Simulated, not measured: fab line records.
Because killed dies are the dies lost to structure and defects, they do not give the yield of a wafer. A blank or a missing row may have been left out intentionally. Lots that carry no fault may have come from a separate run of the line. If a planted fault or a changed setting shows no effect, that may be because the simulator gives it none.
One fault seen from 2 desks | flow n5 finfet | each desk has only its own numbers; what lay behind them comes last

## METROLOGY DESK
Means of the sampled wafers that have a number, per lot and without regard to the tool the lot ran on: this is what the gauges read. The brackets show how far a lot's mean lies from the usual mean; more than 4 standard deviations puts the lot out of limits, marked OUT. It has 10 readings; the 7 that lie furthest out on some lot are the ones shown.
Columns: A = DIBL_N at N5_BEOL_M4_RC_MEAS_101, usual 36.5 mV/V; B = DIBL_P at N5_BEOL_M4_RC_MEAS_101, usual 36.5 mV/V; C = IOFF_N at N5_BEOL_M4_RC_MEAS_101, usual 0.16 nA/um; D = IOFF_P at N5_BEOL_M4_RC_MEAS_101, usual 0.21 nA/um; E = SS_N at N5_BEOL_M4_RC_MEAS_101, usual 71.6 mV/dec; F = SS_P at N5_BEOL_M4_RC_MEAS_101, usual 73.4 mV/dec; G = VT_N at N5_BEOL_M4_RC_MEAS_101, usual 250 mV
lot  | first seen here | A    | B    | C    | D    | E    | F    | G
L308 | day 8 23:19     | 38.5 | 38.7 | 0.18 | 0.23 | 72.2 | 74.7 | 249
L311 | day 9 07:25     | 38.9 | 38.5 | 0.21 | 0.26 | 71.9 | 74.1 | 247
L315 | day 10 11:02    | 35.7 | 34.5 | 0.14 | 0.17 | 70.7 | 73.2 | 250
L319 | day 11 17:28    | 38.8 | 37.4 | 0.21 | 0.26 | 72.3 | 74.4 | 245
L321 | day 11 17:46    | 37.9 | 37.1 | 0.17 | 0.22 | 72.5 | 72.9 | 252
L318 | day 11 20:26    | 36.0 | 36.6 | 0.16 | 0.22 | 71.1 | 73.5 | 250
L323 | day 11 22:42    | 37.8 | 36.3 | 0.16 | 0.21 | 71.8 | 73.2 | 251
L324 | day 12 16:20    | 36.5 | 34.8 | 0.15 | 0.19 | 71.7 | 73.4 | 251
L330 | day 14 20:04    | 38.7 | 40.7 | 0.21 | 0.22 | 72.3 | 74.7 | 248
This desk's finding: nothing out of limits on any of the 9 lots.

## FOR THE TOOL OWNER'S DESK: cmp-01
The tool's own readings at N5_GATE_CUT_CMP_23 (polishes, stops on SiO2, t overpolish 23.4 s, target thk 16 nm): means of the sampled wafers that have a number, for each lot that ran on this tool. The brackets show how far a lot's mean lies from the usual mean; more than 4 standard deviations puts the lot out of limits, marked OUT.
Columns: A = head pressure psi at N5_GATE_CUT_CMP_23, usual 2.500 psi; B = motor current A at N5_GATE_CUT_CMP_23, usual 9.0 A; C = overpolish run s at N5_GATE_CUT_CMP_23, usual 23.400 s; D = retaining ring pressure frac at N5_GATE_CUT_CMP_23, usual 1.001; E = time to endpoint s at N5_GATE_CUT_CMP_23, usual 19.5 s
lot  | first seen here | A     | B    | C      | D     | E
L315 | day 6 20:04     | 2.499 | 9.9  | 23.398 | 0.997 | 16.1
L318 | day 7 19:28     | 2.505 | 8.7  | 23.410 | 1.002 | 21.6
L321 | day 8 02:21     | 2.499 | 10.0 | 23.399 | 0.997 | 38.7 (+7.4) OUT
L324 | day 8 21:13     | 2.500 | 9.7  | 23.395 | 0.997 | 38.1 (+7.2) OUT
This desk finds L321, L324 out of limits, L321 being first, at day 8 02:21 (time to endpoint s at N5_GATE_CUT_CMP_23). L315, L318: within limits.

## TAKEN TOGETHER
At day 8 02:21, on L321, L324, the tool owner's desk was in a position to raise an alarm.
Nothing out of limits was seen by the metrology desk.
The metrology desk has L321, L324 on record, within its limits.
All the named lots went through N5_GATE_CUT_CMP_23 on cmp-01.

## WHAT THE SIMULATOR HAD INSERTED
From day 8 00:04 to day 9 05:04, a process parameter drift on cmp-01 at N5_GATE_CUT_CMP_23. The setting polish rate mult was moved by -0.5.
Lots struck among those shown: L321, L324.
Hours from the fault's start to each desk's first reading out of limits: the tool owner's desk, 2.
